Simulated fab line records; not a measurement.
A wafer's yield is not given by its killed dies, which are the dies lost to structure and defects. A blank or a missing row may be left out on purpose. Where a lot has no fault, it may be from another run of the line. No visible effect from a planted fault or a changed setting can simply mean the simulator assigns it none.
fab line records ; flow nandHarc
record lots=11; wafers=33; lastDay=24
route steps=1159 shown P_GATE@207 P_M0@267 END@1159
lots untouched by any fault: they come from a run of this same line in which no faults occurred
startH: hours from the record's first day to the start of the lot's first wafer shown ; waitH: hours from the lot's prior step to this one ; " the same as in the row above ; L1.1+2: one row covering several wafers at once ; - no value, or no start given ; * or withheld: withheld ; < > ~ a bound
route shown NAME@n: a module of which the file shows steps, and the number in the route of the first ; usual: mean/standard deviation of fault-free wafers ; same: alike in all rows ; chamber/n: place in a boat ; sites: readings site by site ; _std_site: the values' standard deviation ; _edge_site: outer sites' mean less inner sites' ; radiusMm: how far each site lies from the wafer's centre ; mask NAME#n: copy n ; behind: the most recent tool/chamber to have shaped the wafer ; hold: cause of the lot's hold/its duration in hours/its outcome ; device: which transistor (n, p or np) failed to switch ; end of line: the tests these same wafers got at the end of their route ; where a step has no rows: the recipe by itself ; killed: dies lost to structure and defects at the first sort, not the wafer's yield ; map: a wafer's dies, x killed, . not, _ none there
set.NAME: the setting the step ran with; set.NAME@STEP: the setting that earlier step ran with ; model.NAME: the simulator's own value behind a step, which no gauge read
steps of the route over a sample of lots; a table a step, a row a wafer
services: the hour from which a tool's chamber was out of use, counted from the record's first day as startH (under 0 if before that day), plus the number of hours and why
## steps
# step NHARC_P_GATE_RTA_64
# recipe tempC=1050; timeS=1
# usual lampPowerPct=33.3/1.4; lamp_zone_3_pct=33.3/1.4; lamp_zone_4_pct=33.3/1.4; wafer_temp_C_max=1054.2/0.88
lot.wafer;tool;chamber;startH;waitH;lampPowerPct;lamp_zone_3_pct;lamp_zone_4_pct;wafer_temp_C_max
L664.1;rtpAnneal-02;0;111.20;-;34.7;34.8;34.7;1053.2
L664.5;rtpAnneal-02;0;111.20;-;34.8;34.7;34.7;1052.4
L664.6;rtpAnneal-02;0;111.20;-;34.7;34.7;34.7;1053.2
L667.2;rtpAnneal-02;0;129.13;-;34.6;34.6;34.6;1054.3
L667.3;rtpAnneal-02;0;129.13;-;34.6;34.7;34.7;1053.6
L667.5;rtpAnneal-02;0;129.13;-;34.6;34.7;34.6;1055.0
L670.1;rtpAnneal-01;0;145.85;-;31.9;31.9;31.9;1054.8
L670.2;rtpAnneal-01;0;145.85;-;31.9;32.0;31.9;1054.2
L670.6;rtpAnneal-01;0;145.85;-;32.0;31.9;31.9;1055.4
L671.2;rtpAnneal-01;0;148.05;-;31.9;31.9;32.0;1054.3
L671.3;rtpAnneal-01;0;148.05;-;31.9;31.9;31.9;1054.6
L671.5;rtpAnneal-01;0;148.05;-;31.9;31.9;31.9;1055.3
L674.1;rtpAnneal-01;0;167.20;-;31.9;31.9;32.0;1054.3
L674.4;rtpAnneal-01;0;167.20;-;31.9;31.9;32.0;1054.2
L674.5;rtpAnneal-01;0;167.20;-;31.9;31.9;31.9;1053.0
L679.2;rtpAnneal-02;0;199.46;-;34.6;34.7;34.7;1054.7
L679.3;rtpAnneal-02;0;199.46;-;34.7;34.7;34.7;1054.1
L679.6;rtpAnneal-02;0;199.46;-;34.7;34.7;34.7;1053.6
L681.2;rtpAnneal-02;0;209.25;-;34.7;34.6;34.8;1053.3
L681.3;rtpAnneal-02;0;209.25;-;34.7;34.7;34.8;1053.1
L681.4;rtpAnneal-02;0;209.25;-;34.7;34.7;34.7;1053.9
L683.1;rtpAnneal-02;0;218.52;-;34.7;34.7;34.6;1057.1
L683.5;rtpAnneal-02;0;218.52;-;34.7;34.7;34.7;1053.5
L683.6;rtpAnneal-02;0;218.52;-;34.7;34.7;34.7;1054.4
L684.1;rtpAnneal-01;0;219.03;-;31.9;31.9;31.9;1054.2
L684.4;rtpAnneal-01;0;219.03;-;32.0;32.0;31.9;1053.2
L684.6;rtpAnneal-01;0;219.03;-;31.9;31.9;32.0;1053.5
L685.2;rtpAnneal-01;0;236.85;-;31.8;31.9;31.9;1054.5
L685.3;rtpAnneal-01;0;236.85;-;32.0;31.9;31.9;1053.9
L685.6;rtpAnneal-01;0;236.85;-;31.8;31.9;31.9;1055.7
L686.3;rtpAnneal-01;0;247.74;-;31.9;31.9;31.9;1054.5
L686.4;rtpAnneal-01;0;247.74;-;31.9;31.9;31.9;1055.1
L686.6;rtpAnneal-01;0;247.74;-;31.9;31.9;31.9;1053.6
# step NHARC_P_GATE_DEGAS_109
# recipe tempC=300; timeS=60
# usual heaterPowerW=446/33
lot.wafer;tool;chamber;startH;waitH;heaterPowerW
L664.1;pvdSputter-02;-;111.51;0.1;473
L664.5;pvdSputter-02;-;111.51;0.1;465
L664.6;pvdSputter-02;-;111.51;0.1;410
L667.2;pvdSputter-02;-;129.41;0.1;455
L667.3;pvdSputter-02;-;129.41;0.1;425
L667.5;pvdSputter-02;-;129.41;0.1;403
L670.1;pvdSputter-02;-;146.17;0.1;413
L670.2;pvdSputter-02;-;146.17;0.1;416
L670.6;pvdSputter-02;-;146.17;0.1;417
L671.3;pvdSputter-02;-;148.43;0.2;409
L671.2;pvdSputter-02;-;148.43;0.2;401
L671.5;pvdSputter-02;-;148.43;0.2;467
L674.4;pvdSputter-03;-;167.57;0.2;497
L674.1;pvdSputter-03;-;167.57;0.2;492
L674.5;pvdSputter-03;-;167.57;0.2;442
L679.3;pvdSputter-03;-;199.74;0.1;436
L679.2;pvdSputter-03;-;199.74;0.1;503
L679.6;pvdSputter-03;-;199.74;0.1;493
L681.3;pvdSputter-01;-;209.55;0.1;494
L681.2;pvdSputter-01;-;209.55;0.1;488
L681.4;pvdSputter-01;-;209.55;0.1;465
L683.1;pvdSputter-01;-;218.83;0.1;398
L683.6;pvdSputter-01;-;218.83;0.1;406
L683.5;pvdSputter-01;-;218.83;0.1;495
L684.4;pvdSputter-01;-;219.34;0.1;502
L684.1;pvdSputter-01;-;219.34;0.1;403
L684.6;pvdSputter-01;-;219.34;0.1;456
L685.2;pvdSputter-03;-;237.13;0.1;433
L685.3;pvdSputter-03;-;237.13;0.1;482
L685.6;pvdSputter-03;-;237.13;0.1;433
L686.4;pvdSputter-03;-;247.99;0.1;486
L686.3;pvdSputter-03;-;247.99;0.1;435
L686.6;pvdSputter-03;-;247.99;0.1;472
# step NHARC_P_M0_ETCH_34
# recipe targetDepthA=400; overetchA=120; timeS=43.94; ionEnergyEv=200; n2FlowSccm=150; h2FlowSccm=150; arFlowSccm=0; rfW=400; biasW=150; chemistry=N2/H2
# usual biasW=150.0/0.53; chamberPressureMTorr=29.997/0.027; drypumpMotorCurrentA=5.5/0.4; oesProductAu=0.997/0.012; rfVppV=431.9/2.3; showerheadPlenumPTorr=2.09/0.082; throttleValvePct=14.171/0.0078
lot.wafer;tool;chamber;startH;waitH;biasW;chamberPressureMTorr;drypumpMotorCurrentA;oesProductAu;rfHoursCounterH;rfVppV;showerheadPlenumPTorr;throttleValvePct
L664.1;rieDiel-01;1;123.26;0.1;149.6;30.014;6.2;0.994;10;429.4;2.06;14.161
L664.6;rieDiel-01;1;123.26;0.1;150.3;30.038;6.3;1.002;-;431.3;2.06;14.180
L664.5;rieDiel-01;2;123.26;0.1;150.3;29.987;5.2;1.002;-;434.8;2.20;14.158
L667.2;rieDiel-03;3;138.34;0.1;149.2;29.994;5.8;0.981;6;431.7;2.11;14.168
L667.3;rieDiel-03;1;138.34;0.1;150.3;29.956;5.6;1.016;7;434.7;2.19;14.150
L667.5;rieDiel-03;0;138.34;0.1;150.6;30.015;5.4;1.012;-;430.2;2.13;14.156
L670.1;rieDiel-08;2;153.30;0.1;-;-;-;-;-;-;-;-
L670.2;rieDiel-08;1;153.30;0.1;-;-;-;-;-;-;-;-
L670.6;rieDiel-08;2;153.30;0.1;-;-;-;-;-;-;-;-
L671.2;rieDiel-03;3;156.93;0.1;-;-;-;-;-;-;-;-
L671.3;rieDiel-03;1;156.93;0.1;-;-;-;-;-;-;-;-
L671.5;rieDiel-03;3;156.93;0.1;-;-;-;-;-;-;-;-
L674.4;rieDiel-03;2;174.77;0.1;150.3;30.019;5.8;0.998;10;431.0;2.08;14.165
L674.1;rieDiel-03;1;174.77;0.1;149.8;29.993;5.6;1.024;10;434.8;2.19;14.189
L674.5;rieDiel-03;2;174.77;0.1;150.5;30.016;5.9;0.997;-;430.2;2.08;14.168
L679.2;rieDiel-08;2;213.39;0.1;150.1;29.947;4.8;0.993;5;433.1;2.13;14.168
L679.3;rieDiel-08;3;213.39;0.1;149.7;30.011;5.1;0.996;5;427.2;1.92;14.184
L679.6;rieDiel-08;1;213.39;0.1;150.2;30.057;5.4;0.977;-;431.8;2.11;14.161
L681.4;rieDiel-08;0;220.54;0.1;150.0;29.988;5.9;1.005;6;430.2;2.06;14.175
L681.2;rieDiel-08;1;220.54;0.1;149.9;30.031;5.4;0.998;5;432.9;2.11;14.173
L681.3;rieDiel-08;3;220.54;0.1;149.9;29.968;5.1;1.008;5;427.1;1.92;14.159
L683.1;rieDiel-03;3;227.07;0.1;150.4;30.027;5.8;0.983;0;433.4;2.11;14.168
L683.6;rieDiel-03;0;227.07;0.1;150.3;30.010;5.4;0.963;-;431.9;2.13;14.156
L683.5;rieDiel-03;1;227.07;0.1;150.5;29.978;5.6;1.014;-;434.4;2.19;14.167
L684.4;rieDiel-08;0;227.22;0.1;149.4;30.004;5.9;1.004;6;432.3;2.06;14.168
L684.1;rieDiel-08;1;227.22;0.1;150.0;30.018;5.4;0.981;6;433.8;2.11;14.179
L684.6;rieDiel-08;3;227.22;0.1;149.6;29.970;5.1;0.991;-;429.2;1.91;14.159
L685.2;rieDiel-08;1;244.18;0.1;150.2;29.997;5.4;0.979;7;431.8;2.11;14.172
L685.3;rieDiel-08;2;244.18;0.1;150.2;29.970;4.9;1.001;8;432.5;2.13;14.179
L685.6;rieDiel-08;3;244.18;0.1;149.8;30.044;5.1;0.999;-;427.2;1.91;14.174
L686.4;rieDiel-08;3;255.38;0.1;149.8;29.931;5.1;0.999;7;426.4;1.91;14.162
L686.3;rieDiel-08;1;255.38;0.1;148.4;29.977;5.4;0.979;8;431.1;2.11;14.165
L686.6;rieDiel-08;3;255.38;0.1;149.4;29.971;5.1;1.001;-;426.2;1.91;14.154
# step NHARC_P_M0_STRIP_18
# recipe powerW=1000; n2FlowSccm=150; h2FlowSccm=150; arFlowSccm=0; biasW=0; chemistry=N2/H2
# usual drypumpMotorCurrentA=5.6/0.41; oesProductAu=0.999/0.012; rfVppV=90.9/0.97; showerheadPlenumPTorr=2.09/0.088; throttleValvePct=14.169/0.0094
lot.wafer;tool;chamber;startH;waitH;drypumpMotorCurrentA;oesProductAu;rfHoursCounterH;rfVppV;showerheadPlenumPTorr;throttleValvePct
L664.1;rieDiel-08;3;123.63;0.2;5.1;1.021;13;89.9;1.92;14.166
L664.6;rieDiel-08;0;123.63;0.2;5.8;1.014;-;92.4;2.07;14.171
L664.5;rieDiel-08;1;123.63;0.2;5.4;1.018;-;90.8;2.11;14.169
L667.3;rieDiel-08;2;138.65;0.1;4.9;0.987;0;90.1;2.13;14.168
L667.2;rieDiel-08;1;138.65;0.1;5.4;0.975;0;91.3;2.11;14.171
L667.5;rieDiel-08;2;138.65;0.1;4.8;0.984;-;90.2;2.13;14.151
L670.2;rieDiel-03;2;153.67;0.1;5.9;0.985;8;90.7;2.08;14.163
L670.1;rieDiel-03;3;153.67;0.1;5.7;0.995;7;92.4;2.11;14.166
L670.6;rieDiel-03;0;153.67;0.1;5.5;1.001;-;91.1;2.13;14.169
L671.3;rieDiel-01;1;157.26;0.1;6.3;1.008;1;90.6;2.06;14.161
L671.2;rieDiel-01;2;157.26;0.1;5.2;1.020;1;91.4;2.20;14.173
L671.5;rieDiel-01;3;157.26;0.1;5.9;1.015;-;92.2;2.13;14.184
L674.1;rieDiel-01;1;175.11;0.1;6.3;1.007;2;90.2;2.06;14.159
L674.4;rieDiel-01;2;175.11;0.1;5.2;1.017;2;90.1;2.20;14.169
L674.5;rieDiel-01;3;175.11;0.1;5.9;1.014;-;90.1;2.13;14.147
L679.3;rieDiel-01;0;213.70;0.1;6.0;1.017;4;91.3;1.92;14.168
L679.2;rieDiel-01;2;213.70;0.1;5.2;1.013;4;91.2;2.20;14.159
L679.6;rieDiel-01;0;213.70;0.1;6.0;1.011;-;88.2;1.92;14.160
L681.4;rieDiel-08;0;220.85;0.1;5.9;0.987;6;90.8;2.06;14.168
L681.2;rieDiel-08;1;220.85;0.1;5.4;0.986;5;91.5;2.11;14.156
L681.3;rieDiel-08;2;220.85;0.1;4.8;0.996;6;91.5;2.13;14.166
L683.1;rieDiel-01;3;227.37;0.1;5.8;1.005;5;91.1;2.13;14.154
L683.6;rieDiel-01;2;227.37;0.1;5.2;1.003;-;91.8;2.20;14.175
L683.5;rieDiel-01;3;227.37;0.1;5.8;1.003;-;91.9;2.13;14.175
L684.4;rieDiel-03;3;227.49;0.1;5.8;0.981;0;91.0;2.11;14.154
L684.1;rieDiel-03;1;227.49;0.1;5.6;1.014;0;91.4;2.19;14.169
L684.6;rieDiel-03;0;227.49;0.1;5.5;0.966;-;90.2;2.13;14.166
L685.2;rieDiel-03;1;244.48;0.1;5.6;1.017;1;90.7;2.19;14.163
L685.3;rieDiel-03;3;244.48;0.1;5.8;1.000;1;90.8;2.11;14.167
L685.6;rieDiel-03;0;244.48;0.1;5.4;0.979;-;90.7;2.13;14.181
L686.4;rieDiel-08;1;255.67;0.1;5.4;0.986;8;92.2;2.11;14.164
L686.3;rieDiel-08;0;255.67;0.1;5.8;1.000;8;92.3;2.06;14.162
L686.6;rieDiel-08;1;255.67;0.1;5.4;0.976;-;90.7;2.11;14.165
# step NHARC_END_SORT_01
# recipe tempC=25
# usual defectLimitedYield=96.0/1.3; killedAtArray=24/8.4; killedAtOther=0.7/1.1; killedAtPeriphery=2.9/1.7; killedDies=27/8.6; killedOpen=3.3/1.8; killedShort=1.8/1.4; sort_bin_2_pct=1.3/0.56; sort_bin_3_pct=0.19/0.18; sort_bin_4_pct=2.6/0.84; sortNPass=650/8.6; sortRimYieldPct=96.1/2.3; sortYieldPct=96.0/1.3
# same grossDies=677; sort_bin_5_pct[%]=0; sort_bin_6_pct[%]=0; sort_bin_7_pct[%]=0; sort_bin_8_pct[%]=0; sortRimNGross=106.00
lot.wafer;tool;chamber;startH;waitH;defectLimitedYield[%];killedAtArray;killedAtOther;killedAtPeriphery;killedDies;killedOpen;killedShort;sort_bin_2_pct[%];sort_bin_3_pct[%];sort_bin_4_pct[%];sortNPass;sortRimYieldPct[%];sortYieldPct[%]
L670.1;prober-02;0;473.61;2.5;0;22;0;655;677;1;3;97.9;0.30;1.8;0;0;0
L670.2;prober-02;0;474.41;2.8;0;32;0;645;677;4;1;97.3;0.30;2.4;0;0;0
L670.6;prober-02;0;477.62;4.0;0;23;1;653;677;2;2;97.0;0.15;2.8;0;0;0
L671.2;prober-02;0;482.58;2.8;0;40;4;633;677;3;2;95.1;0.59;4.3;0;0;0
L671.3;prober-02;0;483.39;3.1;0;37;0;640;677;3;2;96.5;0.44;3.1;0;0;0
L671.5;prober-02;0;484.99;3.7;0;37;1;639;677;0;4;95.9;0.15;4.0;0;0;0
# killed by level:class
L670.1 P_M0:areaEtch=652 A_CHANNEL_HOLE_D1:chamberFilmFlake=16 A_CONTACT:chamberFilmFlake=2 P_M0:geometricParticle:short=1 P_M1:geometricParticle:short=1 A_WL_FILL:geometricParticle:open=1 A_WL_FILL:geometricParticle:short=1 P_GATE:chamberFilmFlake=1
L670.2 P_M0:areaEtch=642 A_CHANNEL_HOLE_D1:chamberFilmFlake=23 A_CONTACT:chamberFilmFlake=4 P_M0:geometricParticle:open=2 A_CONTACT:geometricParticle:open=2 A_STAIRCASE:chamberFilmFlake=2 A_CONTACT:geometricParticle:short=1 P_ZERO_WELL:chamberFilmFlake=1
L670.6 P_M0:areaEtch=649 A_CHANNEL_HOLE_D1:chamberFilmFlake=13 A_CONTACT:chamberFilmFlake=4 A_WL_FILL:geometricParticle:short=2 P_ZERO_WELL:chamberFilmFlake=2 A_ZERO_WELL:chamberFilmFlake=2 P_M2:geometricParticle:open=1 A_ONON_D1:geometricParticle:open=1
L671.2 P_M0:areaEtch=633 A_CHANNEL_HOLE_D1:chamberFilmFlake=14 A_SLIT:chamberFilmFlake=10 A_CONTACT:chamberFilmFlake=5 A_STAIRCASE:chamberFilmFlake=3 THIN_TSV:chamberFilmFlake=3 A_WL_FILL:geometricParticle:short=2 A_BONDPAD:chamberFilmFlake=2
L671.3 P_M0:areaEtch=640 A_CHANNEL_HOLE_D1:chamberFilmFlake=17 A_STAIRCASE:chamberFilmFlake=6 A_SLIT:chamberFilmFlake=6 A_WL_FILL:geometricParticle:short=2 A_WL_FILL:geometricParticle:open=2 A_BONDPAD:chamberFilmFlake=2 A_CONTACT:geometricParticle:open=1
L671.5 P_M0:areaEtch=637 A_CHANNEL_HOLE_D1:chamberFilmFlake=12 A_SLIT:chamberFilmFlake=8 A_CONTACT:chamberFilmFlake=5 A_STAIRCASE:chamberFilmFlake=4 A_ONON_D1:geometricParticle:short=2 P_M1:chamberFilmFlake=2 A_BONDPAD:chamberFilmFlake=2
## services
tool;chamber;startH;hours;kind
pvdSputter-03;-;89.56;5.0;repair
pvdSputter-03;-;102.02;10.0;pm
rieDiel-08;0;103.83;-;clean
rieDiel-08;1;103.83;-;clean
rieDiel-08;2;103.83;-;clean
rieDiel-08;3;103.83;-;clean
rieDiel-08;0;108.26;11.1;repair
rieDiel-08;3;113.28;4.1;repair
rieDiel-08;-;124.80;9.0;pm
rieDiel-08;0;124.80;9.0;ventCycle
rieDiel-08;1;124.80;13.8;ventCycle
rieDiel-08;2;124.80;9.0;ventCycle
rieDiel-08;3;124.80;29.0;ventCycle
rieDiel-03;0;132.94;2.5;repair
rieDiel-08;0;133.80;-;clean
pvdSputter-03;-;136.77;1.8;repair
rieDiel-01;-;137.80;9.0;pm
pvdSputter-01;-;158.00;10.0;pm
pvdSputter-03;-;201.02;6.9;repair
pvdSputter-02;-;206.51;0.8;repair
rieDiel-01;1;209.32;3.8;repair
pvdSputter-02;-;214.01;10.0;pm
rieDiel-03;-;215.30;9.0;pm
rieDiel-03;-;234.95;1.7;repair
## key
firstSign step=NHARC_P_M0_ETCH_34; reading=toolRecord; direction=missing
effect step=NHARC_END_SORT_01; reading=killedAtPeriphery; direction=up; sigmas=99+; usual=2.9; struck=644.2
moreKillsBornAt NHARC_P_M0_ETCH_34@rieDiel-08=1943; NHARC_P_M0_ETCH_34@rieDiel-03=1910
metAt NHARC_P_M0_ETCH_34
struckLots L670,L671
laterRowsLeftOut L670.1,L670.2,L670.6,L671.2,L671.3,L671.5
notActingAt NHARC_P_GATE_RTA_64,NHARC_P_GATE_DEGAS_109,NHARC_P_M0_STRIP_18
onsetBetween 138.34 153.30
fault kind=skippedStepWhole; tool=rieDiel-03,rieDiel-08; chamber=-; onsetH=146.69; steps=NHARC_P_M0_ETCH_34; scope=struckLotsOnly
# laterRowsLeftOut: the simulator's readings of these wafers behind a module that went badly wrong aren't trusted and aren't shown, but for the sort
